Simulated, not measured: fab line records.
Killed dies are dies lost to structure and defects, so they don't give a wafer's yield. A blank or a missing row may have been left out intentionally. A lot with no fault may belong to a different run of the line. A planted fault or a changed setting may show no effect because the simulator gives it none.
Chamber matching || flow nand_harc || NHARC_A_BONDPAD_CMP_29 on cmp-01: 4 sister chambers
The step polishes SiCN, target thk 200 nm. 4 wafers are shown with their chamber, then 7 later ones without.

== WAFERS, EACH WITH ITS CHAMBER ==
{"wafer": "L917.4", "chamber": 0, "motor_current_A (A)": 11.8}
{"wafer": "L917.5", "chamber": 2, "motor_current_A (A)": 12.7}
{"wafer": "L922.1", "chamber": 1, "motor_current_A (A)": 10.9}
{"wafer": "L922.2", "chamber": 3, "motor_current_A (A)": 11.0}

== WAFERS MISSING THEIR CHAMBER ==
{"wafer": "L922.3", "motor_current_A (A)": 11.6}
{"wafer": "L930.3", "motor_current_A (A)": 11.3}
{"wafer": "L930.4", "motor_current_A (A)": 11.0}
{"wafer": "L930.5", "motor_current_A (A)": 11.0}
{"wafer": "L935.3", "motor_current_A (A)": 13.2}
{"wafer": "L935.5", "motor_current_A (A)": 11.1}
{"wafer": "L935.6", "motor_current_A (A)": 11.3}

== EACH ONE'S CHAMBER ==
{"wafer": "L922.3", "from the rows above": "can't be placed: 0 or 3 or 1", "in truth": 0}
{"wafer": "L930.3", "from the rows above": "can't be placed: 3 or 1 or 0", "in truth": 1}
{"wafer": "L930.4", "from the rows above": "can't be placed: 3 or 1", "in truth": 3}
{"wafer": "L930.5", "from the rows above": "can't be placed: 3 or 1", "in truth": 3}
{"wafer": "L935.3", "from the rows above": 2, "in truth": 2}
{"wafer": "L935.5", "from the rows above": "can't be placed: 3 or 1", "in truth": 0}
{"wafer": "L935.6", "from the rows above": "can't be placed: 3 or 1 or 0", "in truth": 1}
1 of 7 placed correctly. Unplaceable from these rows: 6, with the true chamber sitting among the candidates in 5. Placed wrongly: 0.
How it was worked out, from the rows above alone: a wafer's distance from a chamber is the root of the sum, over the readings, of the square of ((its reading less the chamber's mean) divided by the reading's scatter). The wafer belongs to the nearest chamber; if the next one is less than 2 further off, it can't be placed. A chamber's mean is the mean of its shown wafers. The scatter: root of mean squared gap, hidden wafer to nearest shown wafer, with one shown wafer a chamber.
